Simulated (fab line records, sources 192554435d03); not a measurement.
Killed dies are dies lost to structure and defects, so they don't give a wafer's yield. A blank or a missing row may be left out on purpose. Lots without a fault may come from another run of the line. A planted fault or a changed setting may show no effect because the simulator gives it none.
Which tool did it? | flow n5_finfet | 24 lots, 72 wafers sampled, at 4 steps of a route of 1938

WHAT THE GAUGES READ, wafer by wafer
N5_ZERO_LAYER_INSPECT_20: inspects for defects (darkfield).
lot  | measured    | on                | raw_defect_count
L074 | day 1 13:41 | defect_inspect-02 | 38 25 44
L075 | day 1 19:17 | defect_inspect-02 | 35 33 70
L076 | day 2 01:15 | defect_inspect-02 | 56 36 20
L077 | day 2 07:29 | defect_inspect-01 | 22 25 25
L078 | day 2 13:30 | defect_inspect-02 | 53 36 33
L079 | day 2 19:16 | defect_inspect-02 | 48 64 64
L080 | day 3 01:16 | defect_inspect-01 | 64 77 27
L081 | day 3 07:23 | defect_inspect-01 | 29 21 43
L082 | day 3 13:16 | defect_inspect-01 | 41 34 55
L083 | day 3 19:15 | defect_inspect-01 | 44 62 40
L084 | day 4 01:35 | defect_inspect-02 | 25 34 36
L085 | day 4 08:08 | defect_inspect-01 | 25 25 24
L086 | day 4 14:01 | defect_inspect-02 | 82 61 67
L087 | day 4 19:25 | defect_inspect-01 | 72 63 30
L088 | day 5 01:23 | defect_inspect-02 | 19 31 22
L089 | day 5 07:23 | defect_inspect-02 | 28 44 25
L090 | day 5 13:25 | defect_inspect-02 | 22 29 24
L091 | day 5 19:28 | defect_inspect-02 | 62 59 54
L092 | day 6 01:47 | defect_inspect-02 | 87 38 52
L093 | day 6 07:15 | defect_inspect-01 | 30 24 44
L094 | day 6 13:27 | defect_inspect-02 | 24 21 46
L095 | day 6 19:18 | defect_inspect-02 | 38 34 54
L096 | day 7 01:17 | defect_inspect-01 | 28 123 67
L097 | day 7 07:23 | defect_inspect-02 | 35 47 39

N5_WELL_APT_INSPECT_10: inspects for defects (macro).
lot  | measured    | on                | raw_defect_count
L074 | day 1 14:10 | defect_inspect-02 | 1 4 3
L075 | day 1 19:38 | defect_inspect-02 | 3 2 1
L076 | day 2 01:44 | defect_inspect-02 | 5 1 2
L077 | day 2 07:51 | defect_inspect-01 | 3 0 0
L078 | day 2 13:59 | defect_inspect-01 | 1 1 2
L079 | day 2 19:46 | defect_inspect-02 | 1 2 3
L080 | day 3 01:38 | defect_inspect-02 | 1 3 2
L081 | day 3 07:44 | defect_inspect-02 | 1 1 1
L082 | day 3 13:37 | defect_inspect-01 | 0 1 3
L083 | day 3 19:44 | defect_inspect-01 | 1 3 3
L084 | day 4 01:57 | defect_inspect-02 | 2 0 1
L085 | day 4 08:29 | defect_inspect-02 | 1 4 2
L086 | day 4 14:22 | defect_inspect-02 | 2 5 2
L087 | day 4 19:47 | defect_inspect-02 | 2 2 2
L088 | day 5 01:52 | defect_inspect-01 | 1 2 3
L089 | day 5 07:52 | defect_inspect-01 | 2 1 1
L090 | day 5 13:54 | defect_inspect-01 | 1 4 4
L091 | day 5 19:57 | defect_inspect-02 | 3 1 2
L092 | day 6 02:08 | defect_inspect-02 | 1 3 1
L093 | day 6 07:44 | defect_inspect-02 | 4 2 4
L094 | day 6 13:56 | defect_inspect-01 | 2 1 2
L095 | day 6 19:39 | defect_inspect-02 | 3 1 2
L096 | day 7 01:38 | defect_inspect-02 | 5 3 3
L097 | day 7 07:44 | defect_inspect-02 | 2 0 1

N5_PMOS_HMC_CHANNEL_EPI_OVL_MEAS_10.
lot  | measured    | on         | PMOS_HMC_BLK_OVL (nm)
L074 | day 1 17:41 | overlay-02 | -0.1 -0.3 0.0
L075 | day 2 00:50 | overlay-02 | 2.1 0.5 0.2
L076 | day 2 06:30 | overlay-02 | 0.2 0.5 -0.5
L077 | day 2 11:22 | overlay-02 | 0.1 0.8 1.0
L078 | day 2 18:16 | overlay-02 | 0.0 -0.6 -0.5
L079 | day 2 23:27 | overlay-02 | 0.3 0.0 0.6
L080 | day 3 09:20 | overlay-01 | -0.3 0.9 0.7
L081 | day 3 11:08 | overlay-02 | 0.6 0.7 0.2
L082 | day 3 17:12 | overlay-02 | 0.2 -0.3 -0.5
L083 | day 3 22:54 | overlay-02 | 0.1 1.5 -0.3
L084 | day 4 06:20 | overlay-01 | 0.8 0.9 1.4
L085 | day 4 11:44 | overlay-02 | 0.8 1.8 1.1
L086 | day 4 17:49 | overlay-02 | 0.5 1.8 0.4
L087 | day 4 23:10 | overlay-02 | 0.5 -1.0 0.6
L088 | day 5 05:18 | overlay-01 | 0.6 0.8 0.9
L089 | day 5 11:08 | overlay-02 | 0.0 0.1 -0.1
L090 | day 5 17:14 | overlay-02 | 2.3 1.2 1.1
L091 | day 5 23:47 | overlay-02 | 1.5 1.5 0.0
L092 | day 6 06:28 | overlay-01 | 0.7 0.4 -0.5
L093 | day 6 11:30 | overlay-02 | 1.4 1.8 2.6
L094 | day 6 17:31 | overlay-01 | -0.5 0.2 0.6
L095 | day 6 22:55 | overlay-01 | 0.6 1.6 -0.1
L096 | day 7 04:52 | overlay-01 | 0.9 0.7 0.5
L097 | day 7 11:35 | overlay-01 | -0.7 0.6 0.3

WHICH TOOL RAN EACH LOT (tool, then ch and the chambers of the sampled wafers, then the start)
lot  | N5_ZERO_LAYER_ETCH_18
L074 | rie_si-02 ch 0,2, day 1 12:58
L075 | rie_si-03 ch 2,3, day 1 18:47
L076 | rie_si-02 ch 0,1,2, day 2 00:47
L077 | rie_si-05 ch 0,1,3, day 2 07:00
L078 | rie_si-03 ch 1,2,3, day 2 13:02
L079 | rie_si-03 ch 0,2, day 2 18:47
L080 | rie_si-03 ch 0,2,3, day 3 00:48
L081 | rie_si-03 ch 0,1,2, day 3 06:55
L082 | rie_si-03 ch 0,2,3, day 3 12:47
L083 | rie_si-05 ch 0,2, day 3 18:47
L084 | rie_si-02 ch 1,3, day 4 01:06
L085 | rie_si-02 ch 0,3, day 4 07:39
L086 | rie_si-02 ch 0,1, day 4 13:07
L087 | rie_si-02 ch 1,2, day 4 18:57
L088 | rie_si-03 ch 1,2, day 5 00:55
L089 | rie_si-03 ch 0,2,3, day 5 06:55
L090 | rie_si-02 ch 0,1, day 5 12:56
L091 | rie_si-03 ch 0,2,3, day 5 18:55
L092 | rie_si-03 ch 0,1,2, day 6 01:19
L093 | rie_si-03 ch 0,1,2, day 6 06:47
L094 | rie_si-03 ch 0,1,2, day 6 12:59
L095 | rie_si-02 ch 2,3, day 6 18:47
L096 | rie_si-05 ch 0,1,2, day 7 00:47
L097 | rie_si-03 ch 0,2, day 7 06:55
- N5_ZERO_LAYER_ETCH_18: etches Si in HBr/Cl2, target depth 120 nm, time 40 s.

WHAT THE TOOLS THEMSELVES READ (means of the sampled wafers that have a number; where no wafer has one, the mark that the record gives instead)
N5_ZERO_LAYER_ETCH_18.
lot  | tool      | drypump_motor_current_A (A) | oes_product_au (a.u.) | throttle_valve_pct (%)
L074 | rie_si-02 | 6.0                         | 0.990                 | 36.2
L075 | rie_si-03 | 5.5                         | 0.995                 | 35.9
L076 | rie_si-02 | 5.9                         | 0.987                 | 36.2
L077 | rie_si-05 | 6.1                         | 1.002                 | 36.3
L078 | rie_si-03 | 5.8                         | 1.010                 | 36.0
L079 | rie_si-03 | 5.6                         | 0.985                 | 35.6
L080 | rie_si-03 | 5.4                         | 0.989                 | 35.9
L081 | rie_si-03 | 5.8                         | 0.997                 | 35.7
L082 | rie_si-03 | 5.4                         | 0.987                 | 35.9
L083 | rie_si-05 | 6.2                         | 1.017                 | 36.8
L084 | rie_si-02 | 5.9                         | 0.985                 | 35.9
L085 | rie_si-02 | 5.8                         | 0.991                 | 36.0
L086 | rie_si-02 | 6.1                         | 0.990                 | 36.0
L087 | rie_si-02 | 5.6                         | 0.988                 | 36.4
L088 | rie_si-03 | 6.1                         | 1.012                 | 35.8
L089 | rie_si-03 | 5.4                         | 0.992                 | 35.9
L090 | rie_si-02 | 6.0                         | 0.977                 | 35.9
L091 | rie_si-03 | 5.4                         | 0.986                 | 35.9
L092 | rie_si-03 | 5.9                         | 0.997                 | 35.7
L093 | rie_si-03 | 5.8                         | 0.998                 | 35.7
L094 | rie_si-03 | 5.8                         | 0.992                 | 35.7
L095 | rie_si-02 | 5.5                         | 1.000                 | 36.3
L096 | rie_si-05 | 6.2                         | 1.016                 | 36.4
L097 | rie_si-03 | 5.5                         | 0.979                 | 35.6

THE ANSWER, worked out from the rows above alone
Rule: what is usual is taken from the lots themselves. Put in order of their means at a reading, lots are off if they are a third of the lots or fewer, leave a main group of 4 or more, and stand apart from it by a gap of 3 or more times the standard deviation of the main group's means; of several such gaps the widest counts. A main group whose means are all the same, to the digits that the tables above print for the reading, isn't used. A lot without any number at a reading at which 4 lots or more have one is off too. The other lots that the step has rows for count as sound. The gauges are gone through in route order, then the tools' own readings, and for those a lot's mean is taken as printed above. The first step at which some lot is off is used, and at that step the reading that is off furthest; a lot without a number counts as furthest.
No lot is off at any reading shown: from this, nothing can be told.

WHAT THE SIMULATOR HAD PUT IN
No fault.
